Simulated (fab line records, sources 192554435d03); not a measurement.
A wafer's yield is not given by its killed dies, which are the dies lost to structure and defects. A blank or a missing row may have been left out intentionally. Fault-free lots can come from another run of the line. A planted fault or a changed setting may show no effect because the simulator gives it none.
Chamber matching    flow n5_finfet    4 sister chambers for N5_BEOL_M13_DESCUM_15 on rie_diel-03
The step chemistry O2, time 7.9 s. 22 wafers are shown with their chamber, then 11 later ones without.

WAFERS, EACH WITH ITS CHAMBER
wafer   chamber  showerhead_plenum_p_Torr (Torr)  drypump_motor_current_A (A)  throttle_valve_pct (%)
L074.3  0        2.00                             5.73                         20.58
L074.4  2        2.09                             6.03                         20.25
L074.5  0        2.01                             5.75                         20.57
L075.2  3        2.16                             5.83                         20.47
L075.4  2        2.09                             6.05                         20.26
L075.6  2        2.09                             6.04                         20.24
L079.1  1        2.05                             5.50                         20.72
L079.4  0        2.00                             5.74                         20.59
L079.5  0        2.00                             5.76                         20.60
L082.1  0        2.00                             5.73                         20.62
L082.2  1        2.05                             5.45                         20.72
L082.6  1        2.05                             5.47                         20.74
L083.3  1        2.05                             5.50                         20.73
L083.5  3        2.16                             5.81                         19.98
L083.6  0        2.00                             5.78                         20.60
L084.2  1        2.04                             5.50                         20.74
L084.3  3        2.16                             5.81                         20.00
L084.6  1        2.05                             5.49                         20.73
L085.1  1        2.04                             5.45                         20.73
L085.3  0        2.00                             5.72                         20.62
L085.6  0        2.00                             5.71                         20.60
L090.2  3        2.15                             5.82                         20.01

SIGNATURES (averages over the wafers above)
reading                   chamber 0  chamber 1  chamber 2  chamber 3  scatter within a chamber
showerhead_plenum_p_Torr  2.0012     2.0471     2.0900     2.1575     0.00412
drypump_motor_current_A   5.7400     5.4800     6.0400     5.8175     0.0201
throttle_valve_pct        20.5975    20.7300    20.2500    20.1150    0.0975
Rule: distance of a wafer from a chamber = root of the sum over the readings of ((wafer's reading minus chamber's mean) / reading's scatter) squared. The wafer belongs to the nearest chamber; if the next one is less than 2 further off, it can't be placed. How the scatter is found: for the shown wafers, subtract from each reading the mean of its chamber, square and add these, divide the total by (wafers less chambers), then take the root.

WAFERS MISSING THEIR CHAMBER
wafer   showerhead_plenum_p_Torr (Torr)  drypump_motor_current_A (A)  throttle_valve_pct (%)
L090.5  2.08                             6.04                         20.32
L090.6  2.15                             5.85                         20.00
L094.1  1.99                             5.71                         20.64
L094.3  2.15                             5.81                         20.03
L094.5  2.15                             5.83                         20.01
L097.1  1.99                             5.71                         20.65
L097.2  2.07                             6.03                         20.33
L097.6  2.15                             5.85                         20.03
L096.3  2.15                             5.83                         20.03
L096.5  2.15                             5.83                         20.03
L096.6  1.99                             5.72                         20.65

THE CHAMBER EACH PASSED THROUGH
wafer   from the rows above  in truth
L090.5  2                    2
L090.6  3                    3
L094.1  0                    0
L094.3  3                    3
L094.5  3                    3
L097.1  0                    0
L097.2  2                    2
L097.6  3                    3
L096.3  3                    3
L096.5  3                    3
L096.6  0                    0
11 of 11 placed correctly. Left unplaced by these rows: 0. 0 placed wrongly.
